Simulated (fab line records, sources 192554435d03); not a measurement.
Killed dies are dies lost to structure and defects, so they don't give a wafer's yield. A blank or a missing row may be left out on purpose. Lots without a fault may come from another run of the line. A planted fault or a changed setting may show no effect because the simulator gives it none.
A struck lot beside a sound one | flow n5_finfet | 20 steps out of a route of 1938
Sound: wafers L127.3, L127.5, L127.6. Struck: wafers L138.2, L138.4, L138.6. The cause comes at the end.
At each step with rows: each side's tool, then ch and its chambers, then its first start. Under that, the readings that differ: sound wafers | struck wafers | difference of the means | sigmas: that difference in standard deviations of wafers without a fault.
alike: readings whose means differ by less than 2 such deviations, and words and numbers that are the same on both sides. not compared: withheld readings, readings that some wafer has no value for, bounds like >300 that may hide the same value, and numbers for which the record gives no deviation and whose values overlap.
The two part at a step that has a row with sigmas, a row that says differs or no value, or rows on one side only. Numbers that don't overlap but have no deviation are shown without sigmas and don't part them. A reading that every wafer of one side lacks parts them only if that side has two wafers or more.

N5_BEOL_M15_VIA_ETCH_16: etches SiO2 in C4F8/O2/Ar, target depth 1792.2 nm.
  sound on rie_diel-02 ch 0,1,3, day 10 18:30; struck on rie_diel-06 ch 0,2, day 13 20:14
  alike: drypump_motor_current_A, oes_ar_750_au, oes_f_703_au, oes_product_au, rf_vpp_V, showerhead_plenum_p_Torr, throttle_valve_pct
N5_BEOL_M15_STRIP_63: strips in O2.
  sound on rie_diel-02 ch 0,1,3; struck on rie_diel-06 ch 0,2
  alike: drypump_motor_current_A, o2_flow_sccm, oes_product_au, rf_vpp_V, showerhead_plenum_p_Torr, throttle_valve_pct
  not compared: rf_hours_counter_h
N5_BEOL_M15_STRIP_64: strips in O2.
  sound on rie_diel-02 ch 0,1,3; struck on rie_diel-06 ch 0,2
  alike: drypump_motor_current_A, o2_flow_sccm, oes_product_au, rf_vpp_V, showerhead_plenum_p_Torr, throttle_valve_pct
  not compared: rf_hours_counter_h
then, 2 steps without rows for these wafers: N5_BEOL_M15_STRIP_65 (strips in post etch residue remover, time 60 s); N5_BEOL_M15_SRD_66 (time 30 s, dry time 30 s).
N5_BEOL_M15_CD_MEAS_17: target cd 360 nm.
  sound on cd_sem-01, day 10 18:55; struck on cd_sem-03, day 13 20:39
  alike: cd_nm
then, 1 step without rows for these wafers: N5_BEOL_M15_COAT_56 (time 60 s, resist thk 550 nm).
N5_BEOL_M15_ETCH_57: etches SOC in N2/H2, time 750 s.
  sound on rie_diel-02 ch 1,2, day 10 19:07; struck on rie_diel-02 ch 0,3, day 13 20:45
  alike: drypump_motor_current_A, h2_flow_sccm, n2_flow_sccm, oes_product_au, rf_vpp_V, showerhead_plenum_p_Torr, throttle_valve_pct
  not compared: rf_hours_counter_h
then, 4 steps without rows for these wafers: N5_BEOL_M15_COAT_60 (time 60 s, resist thk 89 nm); N5_BEOL_M15_COAT_22 (resist thk 800 nm); N5_BEOL_M15_EBR_24; N5_BEOL_M15_SOFTBAKE_23 (time 60 s).
N5_BEOL_M15_EXPOSE_25: exposes mask M15, target cd 400 nm.
  sound on krf_scanner-02 ch 0, day 10 19:44; struck on krf_scanner-02 ch 0, day 13 21:22
  reading                          | sound       | struck         | difference | sigmas
  model.BEOL_M15.overlay_x_nm (nm) | 0.2 0.2 0.2 | 50.6 50.6 50.6 | +50.4      |
  alike: mask, stage_vel_mm_s
then, 3 steps without rows for these wafers: N5_BEOL_M15_PEB_26 (peb time 90 s); N5_BEOL_M15_DEVELOP_27 (develop time 45 s); N5_BEOL_M15_HARDBAKE_32 (time 120 s).
N5_BEOL_M15_CD_MEAS_28: target cd 407.6 nm.
  sound on cd_sem-02 ch 0, day 10 19:54; struck on cd_sem-02 ch 0, day 13 21:32
  alike: cd_nm
N5_BEOL_M15_OVL_MEAS_29:
  sound on overlay-02 ch 0, day 10 19:55; struck on overlay-02 ch 0, day 13 21:33
  reading      | sound    | struck   | difference | sigmas
  M15_OVL (nm) | -1 -2 -5 | 49 53 48 | +53        | +10
N5_BEOL_M15_INSPECT_30: inspects for defects (macro).
  sound on defect_inspect-02, day 10 19:57; struck on defect_inspect-01, day 13 21:35
  alike: raw_defect_count
then, 1 step without rows for these wafers: N5_PASSIVATION_PROBE_49.

WHERE THEY PART
Only at N5_BEOL_M15_OVL_MEAS_29, within this record. Later steps at which nothing parts them and some readings are alike: N5_BEOL_M15_INSPECT_30.

WHY: what the simulator had put in
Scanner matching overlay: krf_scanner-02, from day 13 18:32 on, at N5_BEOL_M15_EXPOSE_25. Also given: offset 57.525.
